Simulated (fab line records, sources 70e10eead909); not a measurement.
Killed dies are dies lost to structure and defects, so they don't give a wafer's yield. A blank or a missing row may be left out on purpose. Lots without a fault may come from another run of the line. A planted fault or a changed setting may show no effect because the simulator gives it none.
Chamber matching | flow nand_harc | NHARC_A_M1_DESCUM_14 on rie_diel-11: 4 sister chambers
The step chemistry O2, time 3 s. 4 wafers are shown with their chamber, then 10 later ones without.

WAFERS WITH THEIR CHAMBER
wafer  | chamber | drypump_motor_current_A (A)
L085.5 | 3       | 5.5
L085.6 | 0       | 5.8
L087.2 | 2       | 5.5
L087.3 | 1       | 5.8

WAFERS WITHOUT THEIR CHAMBER
wafer  | drypump_motor_current_A (A)
L087.4 | 5.6
L090.1 | 5.5
L090.2 | 5.8
L090.4 | 5.6
L092.2 | 5.8
L092.4 | 5.6
L092.5 | 5.8
L094.1 | 5.5
L094.3 | 5.6
L094.5 | 5.9

WHICH CHAMBER EACH WENT THROUGH
wafer  | from the rows above               | in truth
L087.4 | can't be placed: 2 or 3 or 0 or 1 | 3
L090.1 | can't be placed: 2 or 3           | 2
L090.2 | can't be placed: 0 or 1           | 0
L090.4 | can't be placed: 2 or 3 or 0 or 1 | 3
L092.2 | can't be placed: 0 or 1           | 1
L092.4 | can't be placed: 2 or 3 or 0 or 1 | 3
L092.5 | can't be placed: 0 or 1           | 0
L094.1 | can't be placed: 2 or 3           | 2
L094.3 | can't be placed: 2 or 3 or 0 or 1 | 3
L094.5 | can't be placed: 0 or 1           | 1
Placed correctly: 0 of 10. Can't be placed from these rows: 10 (the true chamber is among the candidates in 10). Placed wrongly: 0.
How it was worked out, from the rows above alone: a wafer's distance from a chamber is the root of the sum, over the readings, of the square of ((its reading less the chamber's mean) divided by the reading's scatter). The wafer belongs to the nearest chamber; if the next one is less than 2 further off, it can't be placed. A chamber's mean is the mean of its shown wafers. The scatter: with one shown wafer a chamber, the root of the mean of the squares of how far each hidden wafer lies from its nearest shown one.
